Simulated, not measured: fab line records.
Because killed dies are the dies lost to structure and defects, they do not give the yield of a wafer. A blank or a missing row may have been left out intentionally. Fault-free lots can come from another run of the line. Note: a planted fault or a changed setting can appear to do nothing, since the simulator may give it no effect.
A lot that was struck, set against a sound lot	flow nand_harc	14 out of 1159 route steps
Sound: wafers L332.1, L332.2, L332.3. Struck: wafers L347.2, L347.4, L347.5. Last of all comes the cause.
Each step with rows lists, per side, the tool, then ch with its chambers, then its first start. Under that, the readings that differ: sound wafers	struck wafers	difference of the means	sigmas: that difference in standard deviations of wafers without a fault.
alike: readings whose means differ by less than 2 such deviations, and words and numbers that are the same on both sides. not compared: withheld readings, readings that some wafer has no value for, bounds like >300 that may hide the same value, and numbers for which the record gives no deviation and whose values overlap.
Wherever a step has rows on one side only, a row that says differs or no value, or a row with sigmas, the two part there. Numbers that have no deviation but don't overlap get no sigmas and don't part them. A reading that every wafer of one side lacks parts them only if that side has two wafers or more.

NHARC_A_WL_FILL_CVD_03: deposits W, target thk 40 nm, time 3302 s.
  sound on cvd_w-01 ch 0,1, day 15 05:49; struck on cvd_w-02 ch 0,1, day 19 21:26
  alike: heater_power_w, susceptor_temp_C, throttle_valve_pct
NHARC_A_WL_FILL_ETCHBACK_04: etches the open film in NF3, target depth 60 nm, time 120 s.
  sound on rie_metal-03 ch 0,1, day 15 09:08; struck on rie_metal-02 ch 0,1, day 20 00:17
reading	sound	struck	difference	sigmas
he_backside_leak_sccm (sccm)	3.13 2.93 3.03	3.62 3.29 3.45	+0.42	+2
  alike: chamber_pressure_mTorr, drypump_motor_current_A, oes_product_au
  not compared: rf_hours_counter_h
NHARC_A_WL_FILL_ETCHBACK_05: etches the open film in Cl2/BCl3, target depth 22 nm, time 60 s.
  sound on rie_metal-03 ch 0,1, day 15 09:22; struck on rie_metal-02 ch 0,1, day 20 00:31
  alike: chamber_pressure_mTorr, drypump_motor_current_A, he_backside_leak_sccm, oes_product_au
  not compared: rf_hours_counter_h
then, 6 steps without rows for these wafers: NHARC_A_WL_FILL_STRIP_27 (strips in N2/H2, time 20 s); NHARC_A_WL_FILL_STRIP_28 (strips in post etch residue remover, time 1200 s); NHARC_A_WL_FILL_PRECLEAN_06 (cleans in DIW, time 300 s); NHARC_A_WL_FILL_SRD_07; NHARC_A_WL_FILL_ANNEAL_08 (time 1800 s); NHARC_A_WL_FILL_ALD_10 (deposits SiO2, target thk 50 nm, pulse time 10 s, ald cycles 500).
NHARC_A_WL_FILL_ETCHBACK_16: etches the open film in C4F8/O2/Ar, target depth 88 nm, time 17.6 s.
  sound on rie_diel-01 ch 0,1,2; struck on rie_diel-07 ch 1,2
  alike: bias_w, chamber_pressure_mTorr, oes_product_au, rf_vpp_V
  not compared: rf_hours_counter_h
NHARC_A_WL_FILL_STRIP_29: strips in O2, time 20 s.
  sound on rie_diel-01 ch 0,2,3, day 15 21:12; struck on rie_diel-07 ch 0,2, day 20 12:47
  alike: drypump_motor_current_A, oes_product_au, rf_vpp_V, showerhead_plenum_p_Torr, throttle_valve_pct
  not compared: rf_hours_counter_h
NHARC_A_WL_FILL_ETCHBACK_17: etches the open film in Cl2/BCl3, target depth 4 nm, time 26.7 s.
  sound on rie_metal-01 ch 0,1, day 15 21:17; struck on rie_metal-02 ch 0, day 20 12:53
  no value came back on the struck wafers for chamber_pressure_mTorr (mTorr), drypump_motor_current_A (A), he_backside_leak_sccm (sccm), oes_product_au (a.u.); on the sound wafers chamber_pressure_mTorr (mTorr) reads 9.999 10.017 10.011
  not compared: rf_hours_counter_h
then, 1 step without rows for these wafers: NHARC_A_WL_FILL_PRECLEAN_18 (cleans in dHF, time 30 s).
-- the record jumps here: 4 days lie between the struck wafers' starts before and after (it left off in module A_WL_FILL and takes up again in module END, whose first step shown is number 1159 of the route) --
NHARC_END_SORT_01:
  only the struck wafers appear in the record here, on prober-01 ch 0 at day 24 20:20; the sound ones have no rows

WHERE THEY PART
At NHARC_A_WL_FILL_ETCHBACK_04 first; at NHARC_END_SORT_01 last (within this record only).

WHY: the cause the simulator had injected
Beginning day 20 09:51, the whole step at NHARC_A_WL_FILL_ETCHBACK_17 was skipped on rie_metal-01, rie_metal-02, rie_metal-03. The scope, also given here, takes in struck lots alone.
